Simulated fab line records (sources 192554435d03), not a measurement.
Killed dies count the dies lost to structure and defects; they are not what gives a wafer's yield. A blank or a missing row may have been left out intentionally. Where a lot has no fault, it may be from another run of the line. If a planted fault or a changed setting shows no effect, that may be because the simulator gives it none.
Lot-split experiment :: flow n5_finfet :: 21 wafers read from 7 lots, route of 1938 steps

THE SPLIT
At N5_BEOL_M11_VIA_ETCH_34 (etches SiCOH lowk in C4F6/O2, target depth 184.5 nm, time 69.2 s), the setting time_s was moved away from the recipe's 69.2 s on 7 of the 21 wafers read, by -18.6% to +8.0%. All remaining wafers had this setting at the recipe value.

The reading comes from the split's own step.

THE READING
etch.depth_nm (the simulator's own value, which no gauge read), in nm, at N5_BEOL_M11_VIA_ETCH_34 (etches SiCOH lowk in C4F6/O2, target depth 184.5 nm, time 69.2 s). The file does not state a usual value for it. Across the 14 wafers here that went through the recipe, the average is 183.9 nm and the standard deviation 3.4 nm.

wafer: L075.2
tool, chamber at the split: rie_diel-02, 1
time_s as run, s: 69.2
against the recipe: recipe
etch.depth_nm, nm: 184.2
against lot-mates on the recipe: -

wafer: L075.4
tool, chamber at the split: rie_diel-02, 2
time_s as run, s: 69.2
against the recipe: recipe
etch.depth_nm, nm: 184.4
against lot-mates on the recipe: -

wafer: L075.6
tool, chamber at the split: rie_diel-02, 0
time_s as run, s: 69.2
against the recipe: recipe
etch.depth_nm, nm: 188.3
against lot-mates on the recipe: -

wafer: L078.1
tool, chamber at the split: rie_diel-05, 3
time_s as run, s: 61.65
against the recipe: -10.9%
etch.depth_nm, nm: 165.6
against lot-mates on the recipe: -19.9

wafer: L078.4
tool, chamber at the split: rie_diel-05, 0
time_s as run, s: 69.2
against the recipe: recipe
etch.depth_nm, nm: 185.5
against lot-mates on the recipe: -

wafer: L078.6
tool, chamber at the split: rie_diel-05, 0
time_s as run, s: 61.65
against the recipe: -10.9%
etch.depth_nm, nm: 164.9
against lot-mates on the recipe: -20.6

wafer: L082.2
tool, chamber at the split: rie_diel-02, 3
time_s as run, s: 73.1
against the recipe: +5.6%
etch.depth_nm, nm: 190.8
against lot-mates on the recipe: +5.4

wafer: L082.3
tool, chamber at the split: rie_diel-02, 2
time_s as run, s: 73.1
against the recipe: +5.6%
etch.depth_nm, nm: 195.6
against lot-mates on the recipe: +10.2

wafer: L082.6
tool, chamber at the split: rie_diel-02, 2
time_s as run, s: 69.2
against the recipe: recipe
etch.depth_nm, nm: 185.4
against lot-mates on the recipe: -

wafer: L084.1
tool, chamber at the split: rie_diel-05, 0
time_s as run, s: 69.2
against the recipe: recipe
etch.depth_nm, nm: 184
against lot-mates on the recipe: -

wafer: L084.2
tool, chamber at the split: rie_diel-05, 1
time_s as run, s: 69.2
against the recipe: recipe
etch.depth_nm, nm: 177.2
against lot-mates on the recipe: -

wafer: L084.3
tool, chamber at the split: rie_diel-05, 2
time_s as run, s: 69.2
against the recipe: recipe
etch.depth_nm, nm: 176.3
against lot-mates on the recipe: -

wafer: L087.4
tool, chamber at the split: rie_diel-01, 3
time_s as run, s: 69.2
against the recipe: recipe
etch.depth_nm, nm: 186.5
against lot-mates on the recipe: -

wafer: L087.5
tool, chamber at the split: rie_diel-01, 0
time_s as run, s: 69.2
against the recipe: recipe
etch.depth_nm, nm: 182.4
against lot-mates on the recipe: -

wafer: L087.6
tool, chamber at the split: rie_diel-01, 1
time_s as run, s: 64.65
against the recipe: -6.6%
etch.depth_nm, nm: 173.2
against lot-mates on the recipe: -11.2

wafer: L093.2
tool, chamber at the split: rie_diel-02, 2
time_s as run, s: 69.2
against the recipe: recipe
etch.depth_nm, nm: 182.7
against lot-mates on the recipe: -

wafer: L093.4
tool, chamber at the split: rie_diel-02, 2
time_s as run, s: 69.2
against the recipe: recipe
etch.depth_nm, nm: 184.6
against lot-mates on the recipe: -

wafer: L093.5
tool, chamber at the split: rie_diel-02, 1
time_s as run, s: 74.75
against the recipe: +8.0%
etch.depth_nm, nm: 197.3
against lot-mates on the recipe: +13.7

wafer: L096.1
tool, chamber at the split: rie_diel-02, 3
time_s as run, s: 56.36
against the recipe: -18.6%
etch.depth_nm, nm: 151.7
against lot-mates on the recipe: -34.6

wafer: L096.4
tool, chamber at the split: rie_diel-02, 2
time_s as run, s: 69.2
against the recipe: recipe
etch.depth_nm, nm: 183.9
against lot-mates on the recipe: -

wafer: L096.5
tool, chamber at the split: rie_diel-02, 0
time_s as run, s: 69.2
against the recipe: recipe
etch.depth_nm, nm: 188.6
against lot-mates on the recipe: -

THE FIT
A straight line over all 21 wafers: etch.depth_nm changes by +1.71 nm for each +1% of time_s; r = +0.96; the points scatter about the line by 3 nm.
The same after taking each lot's own level away (the mean of its wafers on the recipe; 21 wafers): +1.78 nm for each +1%; r = +0.98; scatter 2.2 nm.
On that fit, the largest move of time_s shifts the reading by 33 nm.
The lots' own levels span 179.17 to 186.25 nm, that is 2.1 times the standard deviation above.
Hence the lot-to-lot level has little effect on the slope; both slopes agree.
Check: for one of the wafers moved furthest among these (-18.6%), held out of the fit, the line's prediction against its lot-mates is -32.5 nm. It came out at -34.6 nm against them.

THE OTHER SPLITS THESE WAFERS WENT THROUGH
Note: prior to the reading, these wafers also went through further splits. Each is held against what the fit with the lots' levels taken away leaves over:
other split on the same wafers: N5_BEOL_M11_COAT_05 spin_rpm
wafers away from the commonest value: 5
r with etch.depth_nm (lot level and that fit taken away): +0.10

FILE'S OWN FIT
etch.depth_nm changes by +1.81 nm for each +1% of time_s, r = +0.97.
